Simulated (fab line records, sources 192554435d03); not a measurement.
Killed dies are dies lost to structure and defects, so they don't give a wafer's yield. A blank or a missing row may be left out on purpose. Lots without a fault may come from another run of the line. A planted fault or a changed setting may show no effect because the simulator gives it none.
Split-lot experiment | flow n5_finfet | 7 lots, 21 wafers read, on a route of 1938 steps

THE SPLIT
At N5_BEOL_M5_TRENCH_ETCH_37 (etches SiCOH lowk in C4F6/O2, target depth 71.652 nm, time 24.7 s), the setting bias_w was moved away from the recipe's 185 W on 8 of the 21 wafers read, by -17.0% to +17.2%. The other wafers ran this setting at the recipe's value.

The reading is taken at the split's own step.

THE READING
rf_vpp_V, in V, at N5_BEOL_M5_TRENCH_ETCH_37 (etches SiCOH lowk in C4F6/O2, target depth 71.652 nm, time 24.7 s). Fault-free wafers of this fab line usually give 663 V, standard deviation 8.5 V.

wafer  | tool, chamber at the split | bias_w as run, W | against the recipe | rf_vpp_V, V | against lot-mates on the recipe
L075.1 | rie_diel-06, 3             | 153.6            | -17.0%             | 562         | -100
L075.2 | rie_diel-06, 0             | 185              | recipe             | 671         | -
L075.6 | rie_diel-06, 3             | 185              | recipe             | 653         | -
L076.2 | rie_diel-04, 3             | 157.6            | -14.8%             | 593         | -70
L076.4 | rie_diel-04, 3             | 157.6            | -14.8%             | 592         | -71
L076.5 | rie_diel-04, 0             | 185              | recipe             | 663         | -
L079.1 | rie_diel-06, 0             | 185              | recipe             | 672         | -
L079.3 | rie_diel-06, 3             | 185              | recipe             | 652         | -
L079.6 | rie_diel-06, 3             | 185              | recipe             | 654         | -
L081.2 | rie_diel-03, 2             | 185              | recipe             | 652         | -
L081.3 | rie_diel-03, 0             | 216.8            | +17.2%             | 734         | +82
L081.5 | rie_diel-03, 2             | 216.8            | +17.2%             | 739         | +87
L088.3 | rie_diel-03, 0             | 185              | recipe             | 647         | -
L088.5 | rie_diel-03, 1             | 185              | recipe             | 672         | -
L088.6 | rie_diel-03, 0             | 185              | recipe             | 646         | -
L089.1 | rie_diel-04, 0             | 155.2            | -16.1%             | 574         | -89
L089.4 | rie_diel-04, 2             | 185              | recipe             | 663         | -
L089.6 | rie_diel-04, 2             | 155.2            | -16.1%             | 576         | -87
L093.1 | rie_diel-06, 2             | 185              | recipe             | 668         | -
L093.3 | rie_diel-06, 0             | 168              | -9.2%              | 622         | -39
L093.4 | rie_diel-06, 3             | 185              | recipe             | 654         | -

THE FIT
A straight line over all 21 wafers: rf_vpp_V changes by +4.83 V for each +1% of bias_w; r = +0.98; the points scatter about the line by 9 V.
The same after taking each lot's own level away (the mean of its wafers on the recipe; 21 wafers): +5.13 V for each +1%; r = +0.99; scatter 8.3 V.
On that fit, the largest move of bias_w shifts the reading by 88 V.
The lots' own levels span 652.0 to 663.0 V, that is 1.3 times the standard deviation above.
So the lot-to-lot level changes the slope little: the two slopes agree.
Check: with one of the wafers moved furthest among these (+17.2%) left out of the fit, the line predicts +89.6 V for it against its lot-mates. It came out at +82 V against them.
Tool readings at the split's step, against how far the setting was moved: rf_vpp_V r = +0.98.

OTHER SPLITS ON THESE WAFERS
These wafers also went through other splits before the reading. Each is held against what the fit with the lots' levels taken away leaves over:
other split on the same wafers    | wafers away from the commonest value | r with rf_vpp_V (lot level and that fit taken away)
N5_BEOL_M0_ETCH_138 source_w      | 5                                    | -0.03
N5_BEOL_M1_COAT_05 spin_rpm       | 7                                    | +0.07
N5_BEOL_M1_ETCH_74 bias_w         | 6                                    | -0.22
N5_BEOL_M2_DESCUM_16 time_s       | 10                                   | -0.03
N5_BEOL_M2_VIA_ETCH_34 time_s     | 5                                    | -0.05
N5_BEOL_M3_ETCH_41 target_depth_a | 10                                   | -0.32
N5_BEOL_M4_SPUTTER_81 time_s      | 7                                    | -0.13
N5_BEOL_M5_VIA_ETCH_34 source_w   | 11                                   | +0.05

THE WHOLE CHAIN: every reading that the file lists as answering this split, in the file's order
step                      | what it does                                                      | reading                                                                   | change (the file's fit)               | r (the file's)
N5_BEOL_M5_TRENCH_ETCH_37 | etches SiCOH lowk in C4F6/O2, target depth 71.652 nm, time 24.7 s | rf_vpp_V                                                                  | +5.2 V for each +1% of the setting    | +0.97
N5_BEOL_M5_TRENCH_ETCH_37 | etches SiCOH lowk in C4F6/O2, target depth 71.652 nm, time 24.7 s | BEOL_M5.feature_depth_nm (the simulator's own value, which no gauge read) | +0.215 nm for each +1% of the setting | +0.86
N5_BEOL_M5_TRENCH_ETCH_37 | etches SiCOH lowk in C4F6/O2, target depth 71.652 nm, time 24.7 s | etch.depth_nm (the simulator's own value, which no gauge read)            | +0.214 nm for each +1% of the setting | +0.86

THE FILE'S OWN FIT
rf_vpp_V changes by +5.2 V for each +1% of bias_w, r = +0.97.
